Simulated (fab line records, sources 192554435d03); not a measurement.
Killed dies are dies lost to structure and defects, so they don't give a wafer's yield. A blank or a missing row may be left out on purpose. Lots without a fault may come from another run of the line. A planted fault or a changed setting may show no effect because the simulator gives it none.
A struck lot beside a sound one | flow n5_finfet | 15 steps out of a route of 1938
Sound: wafers L283.2, L283.3, L283.5. Struck: wafers L293.1, L293.4. (L293.6 of the same lot was not struck and is left out.) The cause comes at the end.
At each step with rows: each side's tool, then ch and its chambers, then its first start. Under that, the readings that differ: sound wafers | struck wafers | difference of the means | sigmas: that difference in standard deviations of wafers without a fault.
alike: readings whose means differ by less than 2 such deviations, and words and numbers that are the same on both sides. not compared: withheld readings, readings that some wafer has no value for, bounds like >300 that may hide the same value, and numbers for which the record gives no deviation and whose values overlap.
The two part at a step that has a row with sigmas, a row that says differs or no value, or rows on one side only. Numbers that don't overlap but have no deviation are shown without sigmas and don't part them. A reading that every wafer of one side lacks parts them only if that side has two wafers or more.

first, 8 steps without rows for these wafers: N5_MOL_CONTACT_COAG_COAT_104 (time 60 s, resist thk 12 nm); N5_MOL_CONTACT_COAG_COAT_58 (time 60 s, resist thk 10 nm); N5_MOL_CONTACT_COAG_COAT_02 (resist thk 30 nm); N5_MOL_CONTACT_COAG_EBR_04; N5_MOL_CONTACT_COAG_SOFTBAKE_03 (time 60 s); N5_MOL_CONTACT_COAG_EXPOSE_05 (exposes mask CA, defocus 0 nm); N5_MOL_CONTACT_COAG_PEB_06 (peb time 60 s); N5_MOL_CONTACT_COAG_DEVELOP_07 (develop time 30 s).
N5_MOL_CONTACT_COAG_CD_MEAS_08: target cd 28 nm.
  sound on cd_sem-02 ch 0, day 6 17:21; struck on cd_sem-02 ch 0, day 9 03:40
  alike: cd_nm
N5_MOL_CONTACT_COAG_OVL_MEAS_09:
  sound on overlay-02 ch 0, day 6 17:23; struck on overlay-02 ch 0, day 9 03:42
  alike: CA_OVL
N5_MOL_CONTACT_COAG_INSPECT_10: inspects for defects (brightfield).
  sound on defect_inspect-01, day 6 17:26; struck on defect_inspect-01, day 9 03:46
  alike: raw_defect_count
N5_MOL_CONTACT_COAG_DESCUM_13: chemistry O2, time 7 s.
  sound on rie_diel-01 ch 0,1,3, day 6 17:44; struck on rie_diel-05 ch 1,2, day 9 03:53
  alike: drypump_motor_current_A, oes_product_au, rf_vpp_V, showerhead_plenum_p_Torr, throttle_valve_pct
  not compared: rf_hours_counter_h
N5_MOL_CONTACT_COAG_ETCH_59: etches underlayer in N2/H2, target depth 13 nm, time 10.4 s.
  sound on rie_diel-01 ch 0,1,3, day 6 17:46; struck on rie_diel-05 ch 1,2, day 9 03:55
  reading               | sound          | struck    | difference | sigmas
  etch_rf_on_time_s (s) | 9.8 10.5 9.8   | 15.7 15.4 | +5.5       | +17
  oes_product_au (a.u.) | 0.81 0.79 0.79 | 0.63 0.59 | -0.19      | -2
  alike: drypump_motor_current_A, rf_vpp_V, showerhead_plenum_p_Torr, throttle_valve_pct
  not compared: rf_hours_counter_h
N5_MOL_CONTACT_COAG_ETCH_105: etches SiARC in CF4, target depth 15.6 nm, time 26 s.
  sound on rie_diel-01 ch 0,1,3, day 6 17:47; struck on rie_diel-05 ch 1,2, day 9 03:56
  alike: drypump_motor_current_A, etch_rf_on_time_s, oes_product_au, rf_vpp_V, showerhead_plenum_p_Torr, throttle_valve_pct
  not compared: rf_hours_counter_h
-- the record jumps here: 10 days lie between the struck wafers' starts before and after (it left off in module MOL_CONTACT_COAG and takes up again in module PASSIVATION, whose first step shown is number 1936 of the route) --
N5_PASSIVATION_PROBE_49:
  sound on prober-01, day 15 21:49; struck on prober-01, day 18 16:56
  reading         | sound    | struck | difference | sigmas
  killed_at_other | 8 9 6    | 0 2    | -7         | -2
  killed_short    | 39 38 53 | 24 24  | -19        | -2
  alike: killed_at_M0_to_M3, killed_at_M4_up, killed_at_contacts, killed_at_front_end, killed_dies, killed_open

WHERE THEY PART
First at N5_MOL_CONTACT_COAG_ETCH_59; last, within this record, at N5_PASSIVATION_PROBE_49.

WHY: what the simulator had put in
Process parameter drift: rie_diel-05, from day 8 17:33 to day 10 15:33, at N5_MOL_CONTACT_COAG_ETCH_59. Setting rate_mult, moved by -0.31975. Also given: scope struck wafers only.
